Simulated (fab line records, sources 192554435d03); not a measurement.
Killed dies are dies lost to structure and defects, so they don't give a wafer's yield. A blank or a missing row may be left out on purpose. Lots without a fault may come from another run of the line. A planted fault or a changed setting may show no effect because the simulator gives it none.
fab line records | flow n5_finfet
record lots=5 wafers=15 last_day=18
route steps=1938 shown SD_EPI_P@319 SD_ACTIVATION@330 ILD0@335 SDB@347 BEOL_M4@1111 PASSIVATION@1936
lots that met no fault: from a run of the same line without faults
start_h: hours from the record's first day to the start of the lot's first wafer shown | wait_h: hours since the lot's step before | " the same as in the row above | L1.1+2: a row that stands for several wafers | - no value, or no start given | * or withheld: withheld | < > ~ a bound
route shown NAME@n: a module of which the file shows steps, and the number in the route of the first | usual: mean/standard deviation of fault-free wafers | same: alike in all rows | chamber/n: place in a boat | sites: the reading at each site | _std_site: their standard deviation | _edge_site: outer sites' mean less inner sites' | radius_mm: how far each site lies from the wafer's centre | mask NAME#n: copy n | behind: the tool/chamber that last shaped the wafer | hold: why the lot was held/for how many hours/how that ended | device: the transistor (n, p or np) that didn't switch | end of line: the same wafers' tests at the end of the route | a step without rows: its recipe alone | killed: dies lost to structure and defects at the first sort, not the wafer's yield | map: a wafer's dies, x killed, . not, _ none there
set.NAME: the setting as run; set.NAME@STEP: as run at that earlier step | model.NAME: the simulator's own value behind a step, which no gauge read
lots at some steps of the route; a table a step, a row a wafer
services: from which hour (start_h, from the record's first day; less than 0 if before it) a tool's chamber was out of use, for how many hours, and why
## steps
# step N5_SD_EPI_P_PRECLEAN_51
# recipe chemistry=NF3:NH3 afs_cycles=1 temp_c=30 time_s=20 sublimation_temp_c=180 sublimation_time_s=60 pressure_torr=3 rf_power_w=30
# step N5_SD_EPI_P_VAPOR_ETCH_44
# recipe chemistry=NF3/Ar target=SiGe30 temp_c=25 time_s=3.3 mode=isotropic
# step N5_SD_EPI_P_EPI_21
# recipe material=SiGe:B dopant=B temp_c=550 pressure_torr=20 ambient=H2 time_s=355
# step N5_SD_EPI_P_HM_STRIP_48
# recipe chemistry=H3PO4 temp_c=160 material=SiNx target=SiNx target_depth_a=30 overetch_fraction=0.3
# step N5_SD_EPI_P_SRD_49
# recipe dry=ipa_marangoni time_s=30 temp_c=23 rinse_liquid=diw
# step N5_SD_EPI_P_PRECLEAN_24
# recipe chemistry=O3/DIW time_s=45 temp_c=22 o3_ppm=10
# step N5_SD_EPI_P_PRECLEAN_32
# recipe chemistry=dHF time_s=10 dilution=500:1 temp_c=25
# step N5_SD_EPI_P_PRECLEAN_33
# recipe chemistry=SC2 time_s=45 temp_c=35 mix=1:1:50
# step N5_SD_EPI_P_SRD_25
# recipe time_s=30 temp_c=23 rinse_liquid=diw dry=ipa_marangoni
# step N5_SD_ACTIVATION_RTA_00
# recipe temp_c=975 time_s=0 ambient=N2 idle_temp_c=600 ramp_up_c_per_s=150 ramp_down_c_per_s=60 cool_to_c=600
# step N5_SD_ACTIVATION_LSA_01
# recipe temp_c=1080 time_s=0.0008 ambient=N2
# usual wafer_temp_C_max=1086.7/2
# columns lot.wafer tool chamber start_h wait_h wafer_temp_C_max
L222.3 laser_anneal-02 0 111.59 0.2 1086.5
L222.5 " 0 " " 1089.1
L222.6 " 0 " " 1086.4
L224.1 laser_anneal-02 0 127.94 0.2 1073.6
L224.3 " 0 " " 1073.6
L224.5 " 0 " " 1073.4
L226.4 laser_anneal-02 0 143.67 0.2 1073.9
L226.5 " 0 " " 1072.2
L226.6 " 0 " " 1073.0
L227.1 laser_anneal-01 0 145.20 0.2 1084.5
L227.4 " 0 " " 1084.8
L227.6 " 0 " " 1084.1
L229.2 laser_anneal-02 0 154.98 0.2 1072.4
L229.4 " 0 " " 1070.3
L229.5 " 0 " " 1071.2
# step N5_SD_ACTIVATION_RS_MEAS_03
# recipe thk_meas_gauge=four-point-probe
# usual RS_SD_N=21.9/0.31 RS_SD_P=55.9/0.96
# columns lot.wafer tool chamber start_h wait_h RS_SD_N[ohm/sq] RS_SD_P[ohm/sq]
L222.3 film_metro-02 - 111.78 0.2 21.5 56.4
L222.5 " - " " 21.5 55.4
L222.6 " - " " 21.4 56.5
L224.1 film_metro-02 - 128.14 0.2 23.6 57.2
L224.3 " - " " 23.9 57.9
L224.5 " - " " 23.5 56.6
L226.4 film_metro-01 - 143.84 0.1 23.2 56.5
L226.5 " - " " 23.3 56.8
L226.6 " - " " 23.5 56.7
L227.1 film_metro-01 - 145.40 0.2 21.9 55.4
L227.4 " - " " 21.9 53.9
L227.6 " - " " 22.3 54.6
L229.2 film_metro-01 - 155.17 0.2 23.3 56.2
L229.4 " - " " 23.2 55.4
L229.5 " - " " 23.2 56.1
# step N5_ILD0_LINER_00
# recipe material=SiNx target_thk_a=40 temp_c=400 ald_precursor_family=SiH2I2 ald_co_reactant=N2/H2-plasma pulse_time_s=1 purge_time_s=2 co_reactant_purge_time_s=2 ald_cycles=80 pressure_torr=2
# step N5_ILD0_FCVD_FILL_01
# recipe material=SiO2_flowable target_thk_a=2000 temp_c=100 pressure_torr=0.8 rf_w=2000 time_s=328.3
# step N5_ILD0_CURE_02
# recipe temp_c=450 time_s=1800 ambient=steam idle_temp_c=400 ramp_up_c_per_min=5 ramp_down_c_per_min=3 densification_p_h2o_torr=640
# step N5_ILD0_CMP_03
# recipe stop_on=SiNx t_overpolish_s=1.9 post_cmp_clean=alkaline_brush down_force_psi=4.1491 platen_rpm=51.796 pad_velocity_m_s=1.0306 target_thk_nm=197.38
# step N5_ILD0_CMP_07
# recipe stop_on=poly-Si material=SiO2_flowable t_overpolish_s=1.18 post_cmp_clean=alkaline_brush down_force_psi=4.1491 platen_rpm=51.796 pad_velocity_m_s=1.0306 target_thk_nm=138.88
# step N5_ILD0_PRECLEAN_10
# recipe chemistry=NF3:NH3 afs_cycles=5 time_s=20 temp_c=30 sublimation_temp_c=180 sublimation_time_s=60 pressure_torr=3 rf_power_w=30
# step N5_ILD0_ALD_15
# recipe material=SiNx target_thk_a=240 temp_c=400 ald_precursor_family=SiH2I2 ald_co_reactant=N2/H2-plasma pulse_time_s=1 ald_cycles=480 purge_time_s=2 co_reactant_purge_time_s=2 pressure_torr=2
# step N5_ILD0_CMP_12
# recipe stop_on=poly-Si material=SiNx t_overpolish_s=6 post_cmp_clean=alkaline_brush down_force_psi=2.5 platen_rpm=51.8 pad_velocity_m_s=1.0307 target_thk_nm=17.67
# step N5_SDB_HM_DEP_00
# recipe material=SiNx target_thk_a=400 temp_c=400 precursor=SiH4/NH3/N2 pressure_torr=1.5 rf_w=300 time_s=35.3
# step N5_SDB_COAT_03
# recipe resist=SOC temp_c=250 time_s=60 spin_rpm=1500 resist_thk_nm=100
# step N5_SDB_COAT_04
# recipe resist=SiARC temp_c=220 time_s=60 spin_rpm=1500 resist_thk_nm=18
# step N5_SDB_COAT_05
# recipe resist=CAR-ArF spin_rpm=1500 resist_thk_nm=90
# step N5_SDB_EBR_07
# recipe solvent=PGMEA ebr_width_mm=1.5
# step N5_SDB_SOFTBAKE_06
# recipe temp_c=110 time_s=60 resist=CAR-ArF
# step N5_SDB_EXPOSE_08
# recipe mask_id=SDB na=1.35 source_shape=conventional sigma_outer=0.5 polarization=unpolarized dose_mj=49.6
# step N5_SDB_PEB_09
# recipe peb_temp_c=withheld peb_time_s=60 resist=CAR-ArF
# step N5_SDB_DEVELOP_10
# recipe develop_time_s=30 developer=TMAH resist=CAR-ArF rinse_liquid=diw dry=air_spin dev_temp_c=23
# step N5_SDB_DESCUM_16
# recipe chemistry=O2 time_s=7.9 source_power_w=50 bias_power_w=20 pressure_mtorr=20 rf_frequency_hz=2.712e+07 temp_c=40 resist=CAR-ArF o2_flow_sccm=225
# step N5_SDB_ETCH_17
# recipe chemistry=CF4 target=SiARC target_depth_a=234 mask_material=CAR-ArF time_s=39 ion_energy_ev=80 pressure_mtorr=40 source_w=545 bias_w=36 Ar_flow_sccm=100 cf4_flow_sccm=100 ends=cleared
# step N5_BEOL_M4_RC_MEAS_101
# usual DIBL_N=36.3/1.9 DIBL_P=36.0/2.1 IOFF_N=0.16/0.031 IOFF_P=0.21/0.035 ION_N=675/14 ION_P=464/8.5 RC_DENSE_N=19.1/0.47 RC_N=15.5/0.36 RS_SD_N=28.3/0.42 SS_N=71.5/0.6 SS_P=73.3/0.72 VT_N=250/3.2 VT_P=-250/3.1
# columns lot.wafer tool chamber start_h wait_h DIBL_N[mV/V] DIBL_P[mV/V] IOFF_N[nA/um] IOFF_P[nA/um] ION_N[uA/um] ION_P[uA/um] RC_DENSE_N[ohm.um] RC_N[ohm.um] RS_SD_N[ohm/sq] SS_N[mV/dec] SS_P[mV/dec] VT_N[mV] VT_P[mV]
L222.3 prober-01 0 209.22 0.3 32.9 34.8 0.12 0.16 653 451 18.9 15.4 28.0 70.9 72.7 254 -254
L222.5 " 0 " " 35.5 37.2 0.15 0.20 653 447 20.2 16.5 28.0 72.0 73.5 253 -252
L222.6 " 0 " " 35.7 38.1 0.15 0.20 657 451 18.8 15.4 28.0 72.1 73.6 252 -251
L227.1 prober-01 0 285.09 0.0 35.8 33.6 0.14 0.18 661 454 18.5 15.1 28.5 71.6 72.2 252 -251
L227.4 " 0 " " 36.8 35.1 0.16 0.21 680 472 19.0 15.7 28.5 71.9 73.1 249 -248
L227.6 " 0 " " 35.7 33.7 0.14 0.19 679 475 18.3 14.9 28.8 72.4 72.7 250 -251
L229.2 prober-02 0 295.45 0.2 34.8 34.0 0.13 0.17 663 461 19.8 16.1 30.1 71.3 73.6 251 -250
L229.4 " 0 " " 37.7 38.2 0.18 0.25 687 475 20.3 16.4 29.8 71.6 74.8 247 -247
L229.5 " 0 " " 38.4 38.7 0.20 0.25 693 476 20.8 16.7 30.0 72.0 74.2 244 -245
L224.1 prober-01 0 295.46 0.0 37.6 35.8 0.17 0.22 676 465 19.8 16.3 30.4 70.8 72.6 251 -249
L224.3 " 0 " " 33.8 32.2 0.12 0.18 681 467 20.5 16.6 30.4 70.1 72.3 255 -248
L224.5 " 0 " " 37.1 36.0 0.17 0.24 700 478 19.7 15.8 29.9 71.2 73.6 246 -247
L226.4 prober-02 0 320.52 0.5 36.5 36.3 0.15 0.21 672 460 20.8 17.0 30.1 72.0 73.5 252 -249
L226.5 " 0 " " 36.7 37.2 0.16 0.22 670 461 20.5 16.7 30.2 71.2 73.9 251 -254
L226.6 " 0 " " 34.7 34.3 0.12 0.18 655 454 20.5 16.6 30.5 70.9 72.8 255 -253
# step N5_PASSIVATION_PROBE_49
# usual defect_limited_yield=91.0/1.5 killed_at_M0_to_M3=32/9.6 killed_at_M4_up=13/4.7 killed_at_contacts=13/7.2 killed_at_front_end=44/13 killed_at_other=4/3.4 killed_dies=106/18 killed_on_rim=14/4.2 killed_open=70/13 killed_short=35/8 sort_bin_5_function=5.3/0.97 sort_bin_6_memory=3.4/0.73 sort_n_pass=1074/18 sort_yield_pct=91.0/1.5
# same gross_dies=1180 killed_at_back_side=0 sort_bin_4_leakage[%]=0 sort_bin_8_speed[%]=0
# columns lot.wafer tool chamber start_h wait_h defect_limited_yield[%] killed_at_M0_to_M3 killed_at_M4_up killed_at_contacts killed_at_front_end killed_at_other killed_dies killed_on_rim killed_open killed_short sort_bin_5_function[%] sort_bin_6_memory[%] sort_n_pass sort_yield_pct[%]
L222.3 prober-01 - 295.26 0.1 90.1 36 15 8 55 3 117 14 92 24 6.3 3.4 1063 90.1
L222.5 prober-01 - 295.36 0.2 91.4 29 15 17 38 3 102 17 60 36 5.3 3.0 1078 91.4
L222.6 prober-01 - 295.41 0.3 91.5 24 7 17 44 8 100 14 66 32 5.3 2.9 1080 91.5
L229.2 prober-02 - 396.81 0.1 90.0 14 18 18 64 4 118 12 75 42 6.4 3.5 1062 90.0
L229.4 prober-02 - 396.91 0.2 91.1 38 13 18 36 0 105 24 69 34 5.7 2.7 1075 91.1
L229.5 prober-02 - 396.96 0.2 90.8 19 10 9 65 5 108 14 65 40 6.3 2.5 1072 90.8
L224.1 prober-01 - 402.40 0.0 89.4 44 12 5 63 1 125 9 82 40 6.2 3.9 1055 89.4
L226.4 prober-01 - 442.42 0.2 90.4 45 16 3 42 7 113 19 80 32 5.8 3.5 1067 90.4
L226.5 prober-01 - 442.47 0.2 91.4 49 16 4 31 2 102 12 78 24 4.9 3.5 1078 91.4
L226.6 prober-01 - 442.52 0.3 91.9 30 12 8 43 3 96 14 67 29 5.3 2.5 1084 91.9
# killed by level:class
L222.3 FIN_SAQP:geometric_particle:open=23 STI_FIN_REVEAL:geometric_particle:open=16 BEOL_M2:geometric_particle:open=15 FIN_SAQP:geometric_particle:short=7 MOL_CONTACT_COAG:geometric_particle:open=7 BEOL_M4:geometric_particle:open=7 BEOL_M3:geometric_particle:open=5 STARTING-WAFER:geometric_particle:short=3
L222.5 BEOL_M2:geometric_particle:open=12 MOL_CONTACT_COAG:geometric_particle:open=10 BEOL_M0_SAQP:geometric_particle:short=9 FIN_SAQP:geometric_particle:open=7 MOL_CONTACT_COAG:geometric_particle:short=7 GATE_CUT:geometric_particle:short=6 BEOL_M4:geometric_particle:open=6 FIN_SAQP:geometric_particle:short=4
L222.6 MOL_CONTACT_COAG:geometric_particle:open=14 FIN_SAQP:geometric_particle:open=11 STI_FIN_REVEAL:geometric_particle:open=9 BEOL_M0_SAQP:geometric_particle:short=7 BEOL_M0_SAQP:geometric_particle:open=6 GATE_CUT:geometric_particle:short=5 BEOL_M2:geometric_particle:open=5 FIN_SAQP:geometric_particle:short=4
L229.2 FIN_SAQP:geometric_particle:short=18 FIN_SAQP:geometric_particle:open=15 STI_FIN_REVEAL:geometric_particle:open=15 MOL_CONTACT_COAG:geometric_particle:open=14 BEOL_M4:geometric_particle:open=8 BEOL_M2:geometric_particle:open=5 BEOL_M4:geometric_particle:short=5 MOL_CONTACT_COAG:geometric_particle:short=4
L229.4 MOL_CONTACT_COAG:geometric_particle:open=16 STI_FIN_REVEAL:geometric_particle:open=12 FIN_SAQP:geometric_particle:open=7 BEOL_M0_SAQP:geometric_particle:open=7 BEOL_M0_SAQP:geometric_particle:short=7 BEOL_M3:geometric_particle:short=6 BEOL_M4:geometric_particle:open=5 BEOL_M3:geometric_particle:open=5
L229.5 FIN_SAQP:geometric_particle:open=20 STI_FIN_REVEAL:geometric_particle:open=14 FIN_SAQP:geometric_particle:short=13 BEOL_M2:geometric_particle:open=7 MOL_CONTACT_COAG:geometric_particle:open=5 GATE_CUT:geometric_particle:short=4 MOL_CONTACT_COAG:geometric_particle:short=4 STARTING-WAFER:geometric_particle:short=4
L224.1 FIN_SAQP:geometric_particle:open=20 BEOL_M0_SAQP:geometric_particle:open=15 STI_FIN_REVEAL:geometric_particle:open=12 BEOL_M0_SAQP:geometric_particle:short=12 DUMMY_GATE:geometric_particle:open=7 FIN_SAQP:geometric_particle:short=5 STI_FIN_REVEAL:geometric_particle:short=4 MOL_CONTACT_COAG:geometric_particle:open=4
L226.4 BEOL_M2:geometric_particle:open=10 BEOL_M0:geometric_particle:open=9 FIN_SAQP:geometric_particle:open=8 STI_FIN_REVEAL:geometric_particle:open=7 BEOL_M3:geometric_particle:open=6 FIN_SAQP:geometric_particle:short=5 DUMMY_GATE:geometric_particle:open=5 BEOL_M0_SAQP:geometric_particle:short=5
L226.5 BEOL_M0_SAQP:geometric_particle:open=11 BEOL_M2:geometric_particle:open=10 BEOL_M4:geometric_particle:open=9 FIN_SAQP:geometric_particle:open=8 BEOL_M1:geometric_particle:open=8 BEOL_M3:geometric_particle:open=6 FIN_SAQP:geometric_particle:short=5 BEOL_M0_SAQP:geometric_particle:short=5
L226.6 STI_FIN_REVEAL:geometric_particle:open=10 FIN_SAQP:geometric_particle:short=9 BEOL_M1:geometric_particle:open=8 FIN_SAQP:geometric_particle:open=7 MOL_CONTACT_COAG:geometric_particle:open=7 BEOL_M0_SAQP:geometric_particle:open=6 BEOL_M3:geometric_particle:open=5 DUMMY_GATE:geometric_particle:open=4
## services
# columns tool chamber start_h hours kind
laser_anneal-02 - 123.17 2.3 pm
laser_anneal-02 - 148.25 4.0 repair
laser_anneal-01 - 148.75 2.3 repair
## key
first_sign step=N5_SD_ACTIVATION_LSA_01 reading=wafer_temp_C_max direction=down sigmas=7.1 usual=* struck=*
effect step=N5_SD_ACTIVATION_RS_MEAS_03 reading=RS_SD_N direction=up sigmas=5 usual=21.9 struck=23.4
effect step=N5_BEOL_M4_RC_MEAS_101 reading=RS_SD_N direction=up sigmas=4.4 usual=28.3 struck=30.1
effect step=N5_BEOL_M4_RC_MEAS_101 reading=RC_DENSE_N direction=up sigmas=2.7 usual=19.1 struck=20.3
effect step=N5_BEOL_M4_RC_MEAS_101 reading=RC_N direction=up sigmas=2.6 usual=15.5 struck=16.5
met_at N5_SD_ACTIVATION_LSA_01
struck_wafers L224.1,L224.3,L224.5,L226.4,L226.5,L226.6,L229.2,L229.4,L229.5
onset_between 111.59 127.94
fault kind=process_parameter_drift tool=laser_anneal-02 chamber=- onset_h=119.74 steps=N5_SD_ACTIVATION_LSA_01 channel=temp_c offset=* shape=step end_h=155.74 stated=*
